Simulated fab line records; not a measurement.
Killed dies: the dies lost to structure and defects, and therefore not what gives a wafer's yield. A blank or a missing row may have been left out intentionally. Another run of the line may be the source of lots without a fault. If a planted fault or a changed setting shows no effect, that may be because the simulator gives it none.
Split-lot experiment	flow n5-finfet	7 lots, 21 wafers read, on a route of 1938 steps

## ABOUT THE SPLIT
At N5_BEOL_M0_SAQP_SPACER1_ALD_98 (deposits SiO2, target thk 12.8 nm, pulse time 1 s, purge time 2 s), the setting ald-cycles was moved away from the recipe's 138 on 6 of the 21 wafers read, by -12.3% to +7.2%. The other wafers ran this setting at the recipe's value.

## FROM THE SPLIT TO THE READING: what the file shows between them, 2 steps
- N5_BEOL_M0_SAQP_SPACER1_ETCHBACK_99: etches SiO2 in CHF3/O2, target depth 15.4 nm, time 7.7 s
- N5_BEOL_M0_SAQP_MANDREL1_REMOVE_100: chemistry HBr/Cl2/O2, target a-Si, stops on SiNx, bt time 10 s

## THE READING
cd-nm at N5_BEOL_M0_SAQP_CD_MEAS_25, given in nm (cd target 13.1 nm). On this fab line, fault-free wafers typically give 12.76 nm with a standard deviation of 0.22 nm.

wafer	tool, chamber at the split	ald-cycles as run	against the recipe	cd-nm, nm	against lot-mates on the recipe
L076.1	ald-sin-01, 1,0,1	138	recipe	12.76	-
L076.4	ald-sin-01, 1,0,1	138	recipe	12.84	-
L076.6	ald-sin-01, 1,0,1	138	recipe	13.02	-
L077.2	ald-sin-02, 2,3,2	138	recipe	12.51	-
L077.3	ald-sin-02, 2,3,2	138	recipe	12.54	-
L077.6	ald-sin-02, 2,3,2	138	recipe	13.02	-
L082.1	ald-sin-02, 2,1	148	+7.2%	13.76	+1.15
L082.4	ald-sin-02, 2,1	148	+7.2%	13.77	+1.16
L082.5	ald-sin-02, 3	138	recipe	12.61	-
L086.2	ald-sin-01, 3,2	138	recipe	12.57	-
L086.3	ald-sin-01, 1	121	-12.3%	11.07	-1.60
L086.6	ald-sin-01, 3,2	138	recipe	12.77	-
L093.1	ald-sin-03, 2,3	138	recipe	12.98	-
L093.2	ald-sin-03, 2,3	138	recipe	12.53	-
L093.6	ald-sin-03, 3	148	+7.2%	13.90	+1.15
L094.1	ald-sin-01, 2,3,1	138	recipe	12.42	-
L094.3	ald-sin-01, 2,3,1	138	recipe	12.64	-
L094.6	ald-sin-01, 2,3,1	138	recipe	12.71	-
L097.2	ald-sin-02, 3	138	recipe	12.85	-
L097.3	ald-sin-02, 1	146	+5.8%	13.42	+0.57
L097.5	ald-sin-02, 1	146	+5.8%	13.83	+0.98
The file does not say which wafer passed through which chamber wherever a row lists several chambers: such a row stands for several wafers.

THE FIT
A straight line over all 21 wafers: cd-nm changes by +0.144 nm for each +1% of ald-cycles; r = +0.96; the points scatter about the line by 0.18 nm.
The same after taking each lot's own level away (the mean of its wafers on the recipe; 21 wafers): +0.142 nm for each +1%; r = +0.97; scatter 0.16 nm.
That fit puts the effect of the largest move of ald-cycles on the reading at 1.7 nm.
The span of the lots' own levels, 12.590 to 12.873 nm, comes to 1.3 times the standard deviation stated above.
So the lot-to-lot level changes the slope little: the two slopes agree.
Check: with one of the wafers moved furthest among these (-12.3%) left out of the fit, the line predicts -1.87 nm for it against its lot-mates. It came out at -1.6 nm against them.

## THE WHOLE CHAIN: every reading that the file lists as answering this split, in the file's order
step	what it does	reading	change (the file's fit)	r (the file's)
N5_BEOL_M0_SAQP_SPACER1_ALD_98	deposits SiO2, target thk 12.8 nm, pulse time 1 s, purge time 2 s	SiO2_of_BEOL_M0_SAQP_SPACER1_ALD_98.thk-nm (the simulator's own value, which no gauge read)	+0.124 nm for each +1% of the setting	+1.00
N5_BEOL_M0_SAQP_MANDREL1_REMOVE_100	chemistry HBr/Cl2/O2, target a-Si, stops on SiNx, bt time 10 s	BEOL_M0_SAQP.cd-nm (the simulator's own value, which no gauge read)	+0.125 nm for each +1% of the setting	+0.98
N5_BEOL_M0_SAQP_CD_MEAS_25	target cd 13.1 nm	cd-nm	+0.141 nm for each +1% of the setting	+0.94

## FILE'S OWN FIT
cd-nm changes by +0.141 nm for each +1% of ald-cycles, r = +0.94.
